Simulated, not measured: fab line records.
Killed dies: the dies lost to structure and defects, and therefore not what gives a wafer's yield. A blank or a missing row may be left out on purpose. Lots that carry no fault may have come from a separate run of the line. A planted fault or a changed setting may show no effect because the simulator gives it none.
Lot-split experiment | flow n5 finfet | route with 1938 steps; 7 lots, 39 wafers read

## ABOUT THE SPLIT
At N5_FIN_SAQP_ETCH_65 (etches SiO2 in CF4, target depth 4 nm, time 4.4 s), the setting time s was moved away from the recipe's 4.4 s on 15 of the 39 wafers read, by -24.9% to +57.5%. The other wafers ran this setting at the recipe's value.

The split's own step is where the reading is taken.

## THE READING
etch.depth nm (the simulator's own value, which no gauge read), in nm, at N5_FIN_SAQP_ETCH_65 (etches SiO2 in CF4, target depth 4 nm, time 4.4 s). The file gives no usual value for it. Here, 24 wafers ran the recipe; their average is 4.010 nm with a standard deviation of 0.051 nm.

wafer  | tool, chamber at the split | time s as run, s | against the recipe | etch.depth nm, nm | against lot-mates on the recipe
L077.1 | rie si-05, 1               | 4.4              | recipe             | 4.023             | -
L077.2 | rie si-05, 0               | 4.4              | recipe             | 3.902             | -
L077.3 | rie si-05, 2               | 4.4              | recipe             | 3.924             | -
L077.4 | rie si-05, 3               | 4.4              | recipe             | 3.954             | -
L077.5 | rie si-05, 2               | 4.4              | recipe             | 3.966             | -
L077.6 | rie si-05, 1               | 4.4              | recipe             | 4.006             | -
L079.3 | rie si-05, 0               | 4.4              | recipe             | 3.939             | -
L079.4 | rie si-05, 1               | 4.4              | recipe             | 4.047             | -
L079.5 | rie si-05, 1               | 4.4              | recipe             | 4.029             | -
L083.1 | rie si-06, 3               | 4.4              | recipe             | 4.074             | -
L083.2 | rie si-06, 1               | 6.237            | +41.8%             | 5.666             | +1.610
L083.3 | rie si-06, 0               | 6.237            | +41.8%             | 5.755             | +1.699
L083.4 | rie si-06, 2               | 4.4              | recipe             | 4.044             | -
L083.5 | rie si-06, 3               | 4.4              | recipe             | 4.049             | -
L083.6 | rie si-06, 2               | 6.237            | +41.8%             | 5.75              | +1.694
L084.1 | rie si-05, 1               | 5.658            | +28.6%             | 5.201             | +1.156
L084.2 | rie si-05, 3               | 4.4              | recipe             | 4.051             | -
L084.3 | rie si-05, 2               | 5.658            | +28.6%             | 5.125             | +1.080
L084.4 | rie si-05, 2               | 5.658            | +28.6%             | 5.17              | +1.125
L084.5 | rie si-05, 1               | 4.4              | recipe             | 4.041             | -
L084.6 | rie si-05, 3               | 4.4              | recipe             | 4.043             | -
L086.1 | rie si-04, 2               | 6.93             | +57.5%             | 6.317             | +2.319
L086.2 | rie si-04, 0               | 4.4              | recipe             | 3.968             | -
L086.3 | rie si-04, 1               | 6.93             | +57.5%             | 6.379             | +2.381
L086.4 | rie si-04, 3               | 6.93             | +57.5%             | 6.148             | +2.150
L086.5 | rie si-04, 0               | 4.4              | recipe             | 3.929             | -
L086.6 | rie si-04, 1               | 4.4              | recipe             | 4.096             | -
L092.1 | rie si-06, 1               | 5.496            | +24.9%             | 4.934             | +0.926
L092.2 | rie si-06, 3               | 5.496            | +24.9%             | 5.002             | +0.994
L092.3 | rie si-06, 0               | 5.496            | +24.9%             | 5.016             | +1.008
L092.4 | rie si-06, 2               | 4.4              | recipe             | 4.034             | -
L092.5 | rie si-06, 0               | 4.4              | recipe             | 4.003             | -
L092.6 | rie si-06, 3               | 4.4              | recipe             | 3.987             | -
L095.1 | rie si-06, 1               | 3.306            | -24.9%             | 3.02              | -1.025
L095.2 | rie si-06, 3               | 4.4              | recipe             | 4.052             | -
L095.3 | rie si-06, 0               | 4.4              | recipe             | 4.04              | -
L095.4 | rie si-06, 2               | 4.4              | recipe             | 4.044             | -
L095.5 | rie si-06, 1               | 3.306            | -24.9%             | 3.009             | -1.036
L095.6 | rie si-06, 0               | 3.306            | -24.9%             | 3.048             | -0.997

THE FIT
A straight line over all 39 wafers: etch.depth nm changes by +0.0399 nm for each +1% of time s; r = +1.00; the points scatter about the line by 0.055 nm.
The same after taking each lot's own level away (the mean of its wafers on the recipe; 39 wafers): +0.0399 nm for each +1%; r = +1.00; scatter 0.046 nm.
On that fit, the largest move of time s shifts the reading by 2.3 nm.
The span of the lots' own levels, 3.9625 to 4.0557 nm, comes to 1.8 times the standard deviation stated above.
The two slopes are in agreement: the lot-to-lot level therefore moves the slope only a little.
Check: for one of the wafers moved furthest among these (+57.5%), held out of the fit, the line's prediction against its lot-mates is +2.28 nm. Against them it came out at +2.32 nm.

## THE OTHER SPLITS THESE WAFERS WENT THROUGH
Note: prior to the reading, these wafers also went through further splits. Each is held against what the fit with the lots' levels taken away leaves over:
other split on the same wafers          | wafers away from the commonest value | r with etch.depth nm (lot level and that fit taken away)
N5_ZERO_LAYER_DEVELOP_10 develop time s | 15                                   | +0.04

## FILE'S OWN FIT
etch.depth nm changes by +0.0398 nm for each +1% of time s, r = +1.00.
